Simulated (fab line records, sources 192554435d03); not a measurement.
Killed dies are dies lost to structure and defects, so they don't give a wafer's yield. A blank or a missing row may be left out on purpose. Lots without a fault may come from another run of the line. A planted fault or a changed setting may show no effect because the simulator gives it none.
fab line records | flow n5_finfet
record lots=10 wafers=27 last_day=17
route steps=1938 shown SD_EPI_N@277 SD_EPI_P@307 BEOL_M4@1111 PASSIVATION@1936
lots that met no fault: from a run of the same line without faults
start_h: hours from the record's first day to the start of the lot's first wafer shown | wait_h: hours since the lot's step before | " the same as in the row above | L1.1+2: a row that stands for several wafers | - no value, or no start given | * or withheld: withheld | < > ~ a bound
route shown NAME@n: a module of which the file shows steps, and the number in the route of the first | usual: mean/standard deviation of fault-free wafers | same: alike in all rows | chamber/n: place in a boat | sites: the reading at each site | _std_site: their standard deviation | _edge_site: outer sites' mean less inner sites' | radius_mm: how far each site lies from the wafer's centre | mask NAME#n: copy n | behind: the tool/chamber that last shaped the wafer | hold: why the lot was held/for how many hours/how that ended | device: the transistor (n, p or np) that didn't switch | end of line: the same wafers' tests at the end of the route | a step without rows: its recipe alone | killed: dies lost to structure and defects at the first sort, not the wafer's yield | map: a wafer's dies, x killed, . not, _ none there
set.NAME: the setting as run; set.NAME@STEP: as run at that earlier step | model.NAME: the simulator's own value behind a step, which no gauge read
steps of the route over a sample of lots; a table a step, a row a wafer
services: from which hour (start_h, from the record's first day; less than 0 if before it) a tool's chamber was out of use, for how many hours, and why
## steps
# step N5_SD_EPI_N_ETCHBACK_44
# recipe chemistry=CH3F/O2 mode=anisotropic_etchback target=SiNx target_depth_a=145 stop_on=SiO2 over_etch_frac=0.3 ion_energy_ev=120 pressure_mtorr=30 source_w=395 bias_w=73 Ar_flow_sccm=150 CH3F_flow_sccm=30 O2_flow_sccm=20
# usual drypump_motor_current_A=5.5/0.52 oes_product_au=0.67/0.082 over_etch_frac=0.3/0 rf_vpp_V=295/7.2 showerhead_plenum_p_Torr=2.00/0.051 throttle_valve_pct=16.43/0.22
# columns lot.wafer tool chamber start_h wait_h drypump_motor_current_A oes_product_au over_etch_frac rf_hours_counter_h rf_vpp_V showerhead_plenum_p_Torr throttle_valve_pct
L551.1 rie_diel-06 1 52.46 0.0 5.9 0.61 0.3 181 294 1.99 16.68
L551.3 " 3 " " 4.8 0.63 0.3 160 294 2.11 16.65
L551.5 " 1 " " 5.8 0.62 0.3 - 295 1.99 16.68
L552.2 rie_diel-05 3 56.21 0.0 6.1 0.64 0.3 152 297 2.00 16.44
L552.5 " 2 " " 4.8 0.66 0.3 - 284 1.93 16.37
L552.6 " 1 " " 5.1 0.59 0.3 - 308 2.04 16.54
L555.4 rie_diel-06 3 74.29 0.0 4.8 0.62 0.3 168 294 2.10 16.68
L555.5 " 2 " " 4.7 0.60 0.3 - 291 1.97 16.56
L555.6 " 3 " " 4.8 0.62 0.3 - 293 2.10 16.68
L562.1 rie_diel-03 2 120.45 0.0 5.8 0.81 0.3 13 304 2.05 16.02
L562.3 " 3 " " 5.5 0.62 0.3 216 303 2.04 16.51
L567.2 rie_diel-05 0 148.55 0.0 5.9 0.76 0.3 34 295 1.96 16.39
L567.3 " 2 " " 4.8 0.64 0.3 156 284 1.92 16.46
L567.5 " 1 " " 5.0 0.75 0.3 - 307 2.03 16.11
L568.2 rie_diel-06 3 152.52 0.0 4.8 0.60 0.3 198 294 2.09 16.74
L568.5 " 2 " " 4.7 0.58 0.3 - 289 1.96 16.62
L568.6 " 1 " " 5.9 0.59 0.3 - 294 1.98 16.74
L569.2 rie_diel-05 1 158.59 0.0 5.1 0.75 0.3 26 307 2.03 16.13
L569.4 " 2 " " 4.8 0.63 0.3 159 283 1.92 16.47
L569.5 " 0 " " 5.9 0.75 0.3 - 294 1.96 16.39
L571.2 rie_diel-06 3 170.51 0.0 4.8 0.60 0.3 204 294 2.09 16.73
L571.3 " 1 " " 5.8 0.59 0.3 227 293 1.98 16.75
L573.1 rie_diel-05 1 181.26 0.0 5.1 0.73 0.3 35 305 2.03 16.13
L573.4 " 2 " " 4.9 0.62 0.3 168 282 1.91 16.48
L573.6 " 2 " " 4.9 0.62 0.3 - 284 1.91 16.50
L574.4 rie_diel-03 2 188.08 0.0 5.8 0.76 0.3 43 304 2.04 16.10
L574.6 " 2 " " 5.8 0.76 0.3 - 304 2.04 16.09
# step N5_SD_EPI_N_INSPECT_26
# recipe inspect_instrument=darkfield mode=post_epi
# usual raw_defect_count=205/37
# columns lot.wafer tool chamber start_h wait_h raw_defect_count
L551.1 defect_inspect-01 - 56.01 0.1 177
L551.3 " - " " 264
L551.5 " - " " 236
L552.2 defect_inspect-02 - 60.10 0.1 201
L552.5 " - " " 233
L552.6 " - " " 209
L555.4 defect_inspect-01 - 77.93 0.1 278
L555.5 " - " " 188
L555.6 " - " " 246
L562.1 defect_inspect-01 - 124.16 0.1 225
L562.3 " - " " 210
L567.2 defect_inspect-02 - 153.28 0.1 142
L567.3 " - " " 188
L567.5 " - " " 197
L568.2 defect_inspect-01 - 157.21 0.1 157
L568.5 " - " " 178
L568.6 " - " " 156
L569.2 defect_inspect-01 - 162.43 0.1 210
L569.4 " - " " 258
L569.5 " - " " 244
L571.2 defect_inspect-02 - 174.23 0.1 192
L571.3 " - " " 192
L573.1 defect_inspect-01 - 185.98 0.1 234
L573.4 " - " " 231
L573.6 " - " " 162
L574.4 defect_inspect-01 - 191.63 0.1 128
L574.6 " - " " 149
# step N5_SD_EPI_P_ETCH_36
# recipe chemistry=CF4 target=SiARC target_depth_a=455 mask_material=CAR-ArF-block time_s=75.8 ion_energy_ev=80 pressure_mtorr=40 source_w=545 bias_w=36 Ar_flow_sccm=100 cf4_flow_sccm=100 ends=cleared
# usual drypump_motor_current_A=5.9/0.55 etch_rf_on_time_s=76.3/2.7 oes_product_au=0.68/0.074 rf_vpp_V=184.0/1.1 showerhead_plenum_p_Torr=2.14/0.061 throttle_valve_pct=15.53/0.23
# columns lot.wafer tool chamber start_h wait_h drypump_motor_current_A etch_rf_on_time_s oes_product_au rf_hours_counter_h rf_vpp_V showerhead_plenum_p_Torr throttle_valve_pct
L551.1 rie_diel-02 0 56.53 0.0 5.6 76.9 0.61 208 184.0 2.19 15.78
L551.3 " 1 " " 5.4 74.4 0.68 125 183.4 2.15 15.51
L551.5 " 0 " " 5.6 76.7 0.60 - 184.3 2.19 15.78
L552.2 rie_diel-04 3 60.62 0.0 6.7 72.7 0.73 94 183.9 2.09 15.35
L552.5 " 3 " " 6.7 73.0 0.73 - 182.6 2.09 15.36
L552.6 " 0 " " 6.1 79.6 0.64 - 186.6 2.23 15.63
L555.4 rie_diel-02 2 78.60 0.0 6.2 75.3 0.58 243 181.1 2.03 15.82
L555.5 " 0 " " 5.6 76.7 0.60 - 184.3 2.18 15.79
L555.6 " 1 " " 5.4 74.4 0.67 - 184.7 2.15 15.54
L562.1 rie_diel-04 1 124.57 0.0 5.1 73.5 0.80 14 184.1 2.18 15.43
L562.3 " 2 " " 5.7 80.8 0.62 148 182.7 2.06 15.47
L567.2 rie_diel-04 2 153.68 0.0 5.7 80.0 0.62 160 182.4 2.06 15.50
L567.3 " 0 " " 6.1 80.2 0.61 167 183.9 2.22 15.69
L567.5 " 2 " " 5.7 79.4 0.62 - 182.9 2.06 15.50
L568.2 rie_diel-04 1 157.73 0.0 5.0 73.0 0.77 26 184.4 2.18 15.47
L568.5 " 1 " " 5.0 73.1 0.78 - 184.9 2.18 15.47
L568.6 " 2 " " 5.7 78.5 0.63 - 182.9 2.06 15.50
L569.2 rie_diel-02 3 162.95 0.0 6.0 77.9 0.61 171 183.7 2.14 15.97
L569.4 " 2 " " 6.2 72.7 0.78 - 184.9 2.28 15.38
L569.5 " 3 " " 6.0 78.5 0.60 - 183.9 2.14 15.97
L571.2 rie_diel-02 3 174.80 0.0 6.0 78.8 0.60 176 184.3 2.14 15.96
L571.3 " 1 " " 5.3 74.7 0.65 160 184.8 2.14 15.61
L573.1 rie_diel-01 1 186.64 0.0 6.3 77.9 0.73 45 186.3 2.18 15.64
L573.4 " 3 " " 6.3 79.3 0.62 182 183.6 2.12 15.34
L573.6 " 1 " " 6.3 77.9 0.74 - 182.7 2.18 15.64
L574.4 rie_diel-01 0 192.11 0.0 5.1 72.6 0.76 40 183.2 2.09 15.21
L574.6 " 1 " " 6.3 78.7 0.74 - 184.1 2.18 15.62
# step N5_SD_EPI_P_ETCHBACK_46
# recipe chemistry=CH3F/O2 mode=anisotropic_etchback target=SiNx target_depth_a=175 stop_on=SiO2 over_etch_frac=0.3 ion_energy_ev=120 pressure_mtorr=30 source_w=395 bias_w=73 Ar_flow_sccm=150 CH3F_flow_sccm=30 O2_flow_sccm=20
# usual drypump_motor_current_A=5.9/0.54 oes_product_au=0.68/0.067 over_etch_frac=0.3/0 rf_vpp_V=296/9.2 showerhead_plenum_p_Torr=1.99/0.066 throttle_valve_pct=16.25/0.26
# columns lot.wafer tool chamber start_h wait_h drypump_motor_current_A oes_product_au over_etch_frac rf_hours_counter_h rf_vpp_V showerhead_plenum_p_Torr throttle_valve_pct
L551.1 rie_diel-02 0 56.91 0.0 5.6 0.61 0.3 208 282 2.06 16.59
L551.3 " 1 " " 5.4 0.67 0.3 125 296 2.01 16.23
L551.5 " 0 " " 5.6 0.61 0.3 - 282 2.06 16.58
L552.2 rie_diel-04 3 61.00 0.0 6.6 0.71 0.3 94 299 1.93 15.99
L552.5 " 3 " " 6.6 0.72 0.3 - 297 1.93 15.98
L552.6 " 0 " " 6.1 0.65 0.3 - 318 2.08 16.39
L555.4 rie_diel-02 2 78.98 0.0 6.2 0.58 0.3 244 287 1.89 16.48
L555.5 " 0 " " 5.6 0.61 0.3 - 283 2.06 16.59
L555.6 " 1 " " 5.3 0.67 0.3 - 296 2.01 16.26
L562.1 rie_diel-04 1 124.95 0.0 5.0 0.78 0.28932 14 292 2.05 16.26
L562.3 " 2 " " 5.7 0.65 0.3 148 300 1.91 16.13
L567.2 rie_diel-04 2 154.06 0.0 5.7 0.63 0.3 160 302 1.91 16.15
L567.3 " 0 " " 6.1 0.65 0.3 167 318 2.08 16.42
L567.5 " 2 " " 5.7 0.64 0.28932 - 301 1.91 16.14
L568.2 rie_diel-04 1 158.11 0.0 5.0 0.76 0.3 26 292 2.05 16.28
L568.5 " 1 " " 5.0 0.77 0.28932 - 292 2.05 16.29
L568.6 " 2 " " 5.7 0.63 0.3 - 301 1.91 16.14
L569.2 rie_diel-02 3 163.33 0.0 6.0 0.62 0.3 172 303 1.99 16.67
L569.4 " 2 " " 6.2 0.77 0.3 - 291 2.13 16.07
L569.5 " 3 " " 6.0 0.62 0.3 - 304 1.99 16.68
L571.2 rie_diel-02 3 175.18 0.0 6.0 0.61 0.3 176 302 1.99 16.67
L571.3 " 1 " " 5.4 0.64 0.3 160 296 2.00 16.29
L573.1 rie_diel-01 1 187.02 0.0 6.3 0.74 0.3 45 282 2.05 16.50
L573.4 " 3 " " 6.2 0.64 0.3 182 293 1.98 16.09
L573.6 " 1 " " 6.3 0.75 0.3 - 283 2.05 16.50
L574.4 rie_diel-01 0 192.49 0.0 5.1 0.74 0.3 40 302 1.94 15.93
L574.6 " 1 " " 6.4 0.74 0.3 - 282 2.05 16.51
# step N5_BEOL_M4_RC_MEAS_101
# usual DIBL_N=36.9/2.1 DIBL_P=37.1/2.5 IOFF_N=0.17/0.039 IOFF_P=0.23/0.043 ION_N=673/15 ION_P=462/9.1 SS_N=71.8/0.69 SS_P=73.6/0.74 VT_N=250/3.6 VT_P=-249.7/2.9
# columns lot.wafer tool chamber start_h wait_h DIBL_N[mV/V] DIBL_P[mV/V] IOFF_N[nA/um] IOFF_P[nA/um] ION_N[uA/um] ION_P[uA/um] SS_N[mV/dec] SS_P[mV/dec] VT_N[mV] VT_P[mV]
L552.2 prober-02 0 177.83 0.2 35.1 37.0 0.16 0.24 691 474 71.2 74.0 251 -247.6
L552.5 " 0 " " 36.0 36.9 0.15 0.23 666 459 71.7 73.6 253 -248.0
L552.6 " 0 " " 34.3 35.4 0.14 0.20 674 464 71.2 73.3 249 -248.0
L551.1 prober-01 0 185.58 0.0 37.9 37.0 0.18 0.19 674 447 71.8 73.2 248 -249.9
L551.3 " 0 " " 39.5 40.3 0.22 0.23 687 456 71.9 74.3 247 -250.1
L551.5 " 0 " " 37.5 36.5 0.16 0.17 664 444 72.2 73.8 253 -252.8
L555.4 prober-02 0 197.94 0.5 35.4 35.1 0.14 0.20 662 456 71.9 74.4 255 -251.6
L555.5 " 0 " " 34.6 34.5 0.14 0.19 659 451 72.0 73.8 254 -250.6
L555.6 " 0 " " 37.6 37.6 0.18 0.22 683 469 72.3 74.3 251 -250.2
L562.1 prober-01 0 241.76 0.0 37.3 37.1 0.17 0.24 664 458 72.1 73.9 249 -249.1
L562.3 " 0 " " 32.4 32.4 0.10 0.16 649 451 70.4 72.7 258 -252.9
L568.2 prober-01 0 267.39 0.2 39.1 39.0 0.23 0.26 689 473 72.1 73.4 244 -245.7
L568.5 " 0 " " 35.9 36.4 0.16 0.21 673 457 71.3 73.0 250 -250.8
L568.6 " 0 " " 40.5 42.4 0.25 0.31 701 476 72.7 74.5 246 -247.9
L567.2 prober-01 0 272.54 0.2 40.2 41.3 0.22 0.28 700 472 72.7 73.9 248 -246.3
L567.3 " 0 " " 38.7 39.0 0.19 0.24 689 465 72.4 72.8 246 -249.5
L567.5 " 0 " " 40.3 41.2 0.20 0.27 695 474 72.6 73.8 246 -246.3
L569.2 prober-01 0 279.56 0.2 34.4 34.4 0.12 0.16 665 450 71.6 73.0 254 -251.9
L569.4 " 0 " " 37.2 37.1 0.17 0.19 671 457 71.5 73.6 249 -252.1
L569.5 " 0 " " 38.1 38.7 0.19 0.22 687 462 71.6 73.9 246 -250.4
L571.2 prober-02 0 284.01 0.2 35.4 36.7 0.15 0.21 682 469 71.2 73.3 250 -251.0
L571.3 " 0 " " 37.2 37.4 0.17 0.22 679 463 71.5 74.3 250 -249.4
L573.1 prober-02 0 302.10 0.0 37.3 35.9 0.17 0.21 681 462 72.1 73.4 248 -250.6
L573.4 " 0 " " 33.3 32.1 0.11 0.15 664 455 70.4 72.4 254 -254.1
L573.6 " 0 " " 37.4 37.0 0.19 0.23 700 474 71.9 73.5 245 -250.7
L574.4 prober-01 0 302.64 0.5 34.0 35.0 0.15 0.20 686 473 71.6 73.2 247 -249.2
L574.6 " 0 " " 39.7 42.6 0.27 0.35 712 485 73.2 75.6 242 -245.4
# step N5_PASSIVATION_PROBE_49
# usual defect_limited_yield=91.3/1.4 killed_at_M0_to_M3=32/9.5 killed_at_M4_up=14/5.2 killed_at_contacts=13/5.7 killed_at_front_end=41/12 killed_at_other=3.5/2.6 killed_dies=103/17 killed_open=68/14 killed_short=32/7 sort_bin_4_leakage=0.01/0.051 sort_bin_5_function=5.0/0.91 sort_bin_6_memory=3.3/0.7 sort_bin_8_speed=0.03/0.22 sort_n_pass=1076/17 sort_yield_pct=91.2/1.4
# same gross_dies=1180 killed_at_back_side=0
# columns lot.wafer tool chamber start_h wait_h defect_limited_yield[%] killed_at_M0_to_M3 killed_at_M4_up killed_at_contacts killed_at_front_end killed_at_other killed_dies killed_open killed_short sort_bin_4_leakage[%] sort_bin_5_function[%] sort_bin_6_memory[%] sort_bin_8_speed[%] sort_n_pass sort_yield_pct[%]
L562.1 prober-01 - 342.37 0.0 90.7 21 11 15 53 10 110 80 28 0 5.8 3.3 0 1070 90.7
# killed by level:class
L562.1 STI_FIN_REVEAL:geometric_particle:open=13 MOL_CONTACT_COAG:geometric_particle:open=13 FIN_SAQP:geometric_particle:open=10 FIN_SAQP:geometric_particle:short=6 BEOL_M0_SAQP:geometric_particle:open=5 BEOL_M4:geometric_particle:open=5 ILD0:geometric_particle:open=4 GATE_CUT:geometric_particle:short=4
## services
# columns tool chamber start_h hours kind
rie_diel-02 1 29.51 5.5 repair
rie_diel-01 3 31.66 14.4 repair
rie_diel-01 - 38.35 2.0 repair
rie_diel-04 1 55.56 - clean
rie_diel-04 1 55.56 - consumable_replace:focus_ring
rie_diel-04 1 55.56 19.3 scheduled_down
rie_diel-04 1 55.56 19.3 vent_cycle
rie_diel-02 3 63.87 10.9 repair
rie_diel-02 3 75.88 2.6 repair
rie_diel-03 0 77.63 53.1 repair
rie_diel-03 2 97.15 3.3 repair
rie_diel-06 0 100.78 9.1 repair
rie_diel-02 2 102.90 - clean
rie_diel-02 2 102.90 - consumable_replace:focus_ring
rie_diel-02 2 102.90 - consumable_replace:showerhead
rie_diel-04 2 114.20 1.9 repair
rie_diel-06 - 119.48 4.4 repair
rie_diel-06 0 124.63 1.7 repair
rie_diel-04 - 131.63 0.8 repair
rie_diel-04 0 132.51 11.9 repair
rie_diel-02 1 156.55 15.9 repair
rie_diel-03 - 158.24 0.4 repair
rie_diel-01 3 165.35 3.0 repair
rie_diel-03 3 168.79 4.2 repair
## key
first_sign step=N5_SD_EPI_P_ETCHBACK_46 reading=over_etch_frac direction=down sigmas=99+ usual=0.3 struck=0.28932
effect none on later readings
met_at N5_SD_EPI_P_ETCHBACK_46
struck_lots L562,L567,L568
struck_wafers L562.1,L567.5,L568.5
baseline_loss step=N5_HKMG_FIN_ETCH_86 wafers=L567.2
not_acting_at N5_SD_EPI_N_ETCHBACK_44,N5_SD_EPI_N_INSPECT_26,N5_SD_EPI_P_ETCH_36
onset_between 61.00 124.95
fault kind=process_parameter_drift tool=rie_diel-04 chamber=- onset_h=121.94 steps=N5_SD_EPI_P_ETCHBACK_46 channel=over_etch_frac offset=-0.010684 shape=step end_h=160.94 scope=struck_wafers_only acts_in=these_recipes_only stated=0.3
# baseline_loss: these wafers lose ten dies or more at that step, a loss of the line's own and not of a fault; the sort's usual values leave them out
